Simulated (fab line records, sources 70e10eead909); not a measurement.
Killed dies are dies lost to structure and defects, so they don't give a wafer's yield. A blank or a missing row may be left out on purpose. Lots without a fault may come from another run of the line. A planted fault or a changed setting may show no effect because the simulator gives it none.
Chamber matching | flow nand_harc | NHARC_P_ZERO_WELL_DESCUM_39 on rie_diel-05: 4 sister chambers
The step chemistry O2, time 3 s. 4 wafers are shown with their chamber, then 7 later ones without.

WAFERS WITH THEIR CHAMBER
wafer  | chamber | showerhead_plenum_p_Torr (Torr)
L971.3 | 3       | 1.91
L971.6 | 1       | 2.05
L974.2 | 0       | 2.01
L974.4 | 2       | 2.01

WAFERS WITHOUT THEIR CHAMBER
wafer  | showerhead_plenum_p_Torr (Torr)
L974.6 | 2.01
L980.2 | 2.00
L980.4 | 1.90
L980.5 | 2.04
L981.1 | 2.04
L981.2 | 2.01
L981.4 | 1.90

WHICH CHAMBER EACH WENT THROUGH
wafer  | from the rows above     | in truth
L974.6 | can't be placed: 0 or 2 | 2
L980.2 | can't be placed: 0 or 2 | 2
L980.4 | 3                       | 3
L980.5 | 1                       | 1
L981.1 | 1                       | 1
L981.2 | can't be placed: 0 or 2 | 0
L981.4 | 3                       | 3
Placed correctly: 4 of 7. Can't be placed from these rows: 3 (the true chamber is among the candidates in 3). Placed wrongly: 0.
How it was worked out, from the rows above alone: a wafer's distance from a chamber is the root of the sum, over the readings, of the square of ((its reading less the chamber's mean) divided by the reading's scatter). The wafer belongs to the nearest chamber; if the next one is less than 2 further off, it can't be placed. A chamber's mean is the mean of its shown wafers. The scatter: with one shown wafer a chamber, the root of the mean of the squares of how far each hidden wafer lies from its nearest shown one.
